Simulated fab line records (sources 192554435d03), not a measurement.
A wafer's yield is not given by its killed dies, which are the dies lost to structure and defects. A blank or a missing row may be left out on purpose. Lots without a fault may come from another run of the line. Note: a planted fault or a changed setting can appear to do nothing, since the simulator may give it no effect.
Which of the tools did it? ; flow n5_finfet ; 36 wafers from 12 lots sampled at 4 of the route's 1938 steps

== WHAT THE GAUGES SHOWED, per wafer ==
N5_ILD0_THK_MEAS_08.
lot;measured;on;thk_nm (nm)
L075;day 3 18:36;film_metro-02;140.1 138.8 138.0
L077;day 4 08:31;film_metro-02;138.0 137.8 137.5
L079;day 4 21:32;film_metro-02;137.5 136.6 139.2
L081;day 5 12:44;film_metro-02;141.5 139.3 139.8
L083;day 5 21:40;film_metro-02;139.6 138.9 139.5
L085;day 6 10:59;film_metro-02;139.7 137.9 140.7
L087;day 6 22:45;film_metro-02;135.3 136.1 137.3
L089;day 7 14:32;film_metro-02;139.5 139.4 139.6
L091;day 7 23:10;film_metro-02;136.8 136.9 137.7
L093;day 8 10:34;film_metro-01;140.5 139.6 141.7
L095;day 8 22:56;film_metro-01;137.1 137.7 137.3
L097;day 9 10:32;film_metro-02;137.9 138.5 138.2

== EACH LOT AND THE TOOL THAT RAN IT (in order: tool; ch and the chambers of the sampled wafers; start) ==
lot;N5_SD_EPI_P_ETCH_36;N5_SD_EPI_P_SD_RECESS_17;N5_ILD0_LINER_00
L075;rie_diel-04 ch 0,1,3, day 3 10:57;rie_si-02 ch 1,2,3, day 3 11:36;ald_sin-04 ch 0,1, day 3 15:37
L077;rie_diel-04 ch 0,3, day 4 00:55;rie_si-01 ch 1,2, day 4 01:34;ald_sin-01 ch 1,2, day 4 05:32
L079;rie_diel-02 ch 0,2,3, day 4 13:31;rie_si-01 ch 1,2, day 4 14:10;ald_sin-04 ch 0,1, day 4 18:32
L081;rie_diel-02 ch 1,3, day 5 04:12;rie_si-02 ch 0,2,3, day 5 04:51;ald_sin-02 ch 1,2, day 5 09:46
L083;rie_diel-04 ch 1,2,3, day 5 13:04;rie_si-02 ch 0,1, day 5 13:43;ald_sin-01 ch 0,2,3, day 5 18:32
L085;rie_diel-02 ch 0,2,3, day 6 02:41;rie_si-02 ch 0,2, day 6 03:20;ald_sin-04 ch 1,2,3, day 6 07:59
L087;rie_diel-05 ch 0,2, day 6 13:16;rie_si-01 ch 0,2, day 6 13:55;ald_sin-04 ch 2,3, day 6 19:46
L089;rie_diel-04 ch 0,3, day 7 05:47;rie_si-06 ch 0,2,3, day 7 06:26;ald_sin-02 ch 1,2,3, day 7 11:22
L091;rie_diel-05 ch 1,2, day 7 12:28;rie_si-06 ch 0,1,2, day 7 13:07;ald_sin-02 ch 0,1,2, day 7 20:11
L093;rie_diel-02 ch 1,2, day 8 01:08;rie_si-06 ch 0,2,3, day 8 01:47;ald_sin-02 ch 0,1,3, day 8 07:35
L095;rie_diel-02 ch 1,2,3, day 8 15:09;rie_si-06 ch 1,2,3, day 8 15:46;ald_sin-01 ch 0,1,2, day 8 19:56
L097;rie_diel-02 ch 0,1, day 9 02:13;rie_si-01 ch 0,2,3, day 9 02:52;ald_sin-01 ch 0,1, day 9 07:11
- N5_SD_EPI_P_ETCH_36: etches SiARC in CF4, target depth 45.5 nm, time 75.8 s.
- N5_SD_EPI_P_SD_RECESS_17: chemistry HBr/Cl2/O2, target depth 39.1 nm, bt time 3 s.
- N5_ILD0_LINER_00: material SiNx, target thk 4 nm, pulse time 1 s, purge time 2 s.

== THE ANSWER, worked out from the rows above alone ==
Rule: usual is defined by the lots themselves. The widest of any qualifying gaps counts: lots, ordered by their means at a reading, are off when they make up no more than a third of the lots, leave a main group of 4 or more, and stand apart from it by 3 or more times the standard deviation of that group's means. A main group is skipped when, at the precision printed for the reading in the tables above, its means are all equal. A lot without any number at a reading at which 4 lots or more have one is off too. All remaining lots with rows at the step are treated as sound.
No lot is off at any reading shown: from this, nothing can be told.

== WHAT THE SIMULATOR HAD INSERTED ==
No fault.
